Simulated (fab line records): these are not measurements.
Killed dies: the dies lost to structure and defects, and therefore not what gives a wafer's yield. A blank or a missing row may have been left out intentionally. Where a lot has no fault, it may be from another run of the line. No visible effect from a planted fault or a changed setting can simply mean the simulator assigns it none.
Split-lot trial	flow n5-finfet	21 wafers read across 7 lots, on a route 1938 steps long

== THE SPLIT ==
At N5_BEOL_M14_TRENCH_ETCH_34 (etches SiO2 in C4F8/O2/Ar, target depth 556.65 nm, time 126.9 s), the setting time-s was moved away from the recipe's 126.9 s on 4 of the 21 wafers read, by -16.2% to +10.8%. All remaining wafers had this setting at the recipe value.

== FROM THE SPLIT TO THE READING: what the file shows between them, 7 steps ==
- N5_BEOL_M14_STRIP_70: strips in C4F8/O2/Ar
- N5_BEOL_M14_OCD_MEAS_35
- N5_BEOL_M14_SPUTTER_45: material Cu, target thk 100 nm, time 16.67 s (also split here: power-w)
- N5_BEOL_M14_ECD_47: material Cu, target thk 1248 nm
- N5_BEOL_M14_ANNEAL_48: time 90 s
- N5_BEOL_M14_CMP_49: polishes, stops on SiO2, t overpolish 5.2 s, target thk 560 nm
- N5_BEOL_M14_DEP_53: deposits SiCN from 3MS/NH3, target thk 50 nm, time 17.8 s (also split here: time-s)

== THE READING ==
M14_RS in ohm/sq, measured at N5_BEOL_M14_RS_MEAS_54 by four-point-probe. On this fab line, fault-free wafers typically give 0.0335 ohm/sq with a standard deviation of 0.00083 ohm/sq.

wafer	tool, chamber at the split	time-s as run, s	against the recipe	M14_RS, ohm/sq	against lot-mates on the recipe
L074.2	rie-diel-02, 0	126.9	recipe	0.0336	-
L074.3	rie-diel-02, 2	126.9	recipe	0.0329	-
L074.4	rie-diel-02, 3	126.9	recipe	0.0334	-
L076.1	rie-diel-01, 0	140.6	+10.8%	0.0315	-0.0031
L076.2	rie-diel-01, 2	126.9	recipe	0.0346	-
L076.5	rie-diel-01, 0	140.6	+10.8%	0.0308	-0.0038
L084.3	rie-diel-01, 3	126.9	recipe	0.0325	-
L084.5	rie-diel-01, 2	126.9	recipe	0.0351	-
L084.6	rie-diel-01, 3	126.9	recipe	0.0326	-
L085.1	rie-diel-02, 2	126.9	recipe	0.0334	-
L085.5	rie-diel-02, 2	126.9	recipe	0.0336	-
L085.6	rie-diel-02, 0	126.9	recipe	0.0337	-
L093.2	rie-diel-02, 2	126.9	recipe	0.0334	-
L093.3	rie-diel-02, 0	126.9	recipe	0.0341	-
L093.4	rie-diel-02, 0	110.7	-12.8%	0.0391	+0.0054
L092.1	rie-diel-01, 0	126.9	recipe	0.0348	-
L092.2	rie-diel-01, 3	126.9	recipe	0.0331	-
L092.3	rie-diel-01, 1	106.4	-16.2%	0.0397	+0.0058
L091.1	rie-diel-02, 3	126.9	recipe	0.0331	-
L091.5	rie-diel-02, 1	126.9	recipe	0.0335	-
L091.6	rie-diel-02, 3	126.9	recipe	0.0332	-

FIT RESULTS
A straight line over all 21 wafers: M14_RS changes by -0.000335 ohm/sq for each +1% of time-s; r = -0.92; the points scatter about the line by 0.00082 ohm/sq.
The same after taking each lot's own level away (the mean of its wafers on the recipe; 21 wafers): -0.000358 ohm/sq for each +1%; r = -0.96; scatter 0.00063 ohm/sq.
The reading moves by 0.0058 ohm/sq for the largest change in time-s, on that fit.
The span of the lots' own levels, 0.03327 to 0.03460 ohm/sq, comes to 1.6 times the standard deviation stated above.
So the lot-to-lot level changes the slope little: the two slopes agree.
Check: for one of the wafers moved furthest among these (-16.2%), held out of the fit, the line's prediction against its lot-mates is +0.00594 ohm/sq. It came out at +0.00575 ohm/sq against them.

== THE OTHER SPLITS THESE WAFERS WENT THROUGH ==
Note: prior to the reading, these wafers also went through further splits. Each is held against what the fit with the lots' levels taken away leaves over:
other split on the same wafers	wafers away from the commonest value	r with M14_RS (lot level and that fit taken away)
N5_BEOL_M11_ETCH_41 time-s	6	+0.07
N5_BEOL_M12_SPUTTER_44 power-w	6	+0.13
N5_BEOL_M14_PEB_26 peb-temp-c	10	-0.03
N5_BEOL_M14_SPUTTER_45 power-w	7	+0.08
N5_BEOL_M14_DEP_53 time-s	6	-0.24

== THE WHOLE CHAIN: every reading that the file lists as answering this split, in the file's order ==
step	what it does	reading	change (the file's fit)	r (the file's)
N5_BEOL_M14_TRENCH_ETCH_34	etches SiO2 in C4F8/O2/Ar, target depth 556.65 nm, time 126.9 s	etch.depth-nm (the simulator's own value, which no gauge read)	+5.12 nm for each +1% of the setting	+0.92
N5_BEOL_M14_OCD_MEAS_35		trench-depth-nm	+5.12 nm for each +1% of the setting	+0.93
N5_BEOL_M14_CMP_49	polishes, stops on SiO2, t overpolish 5.2 s, target thk 560 nm	Cu_of_BEOL_M14_ECD_47.thk-nm (the simulator's own value, which no gauge read)	+4.79 nm for each +1% of the setting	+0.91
N5_BEOL_M14_RS_MEAS_54	measures by four-point-probe	M14_RS	-0.000366 for each +1% of the setting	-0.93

== FILE'S OWN FIT ==
M14_RS changes by -0.000366 ohm/sq for each +1% of time-s, r = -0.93.
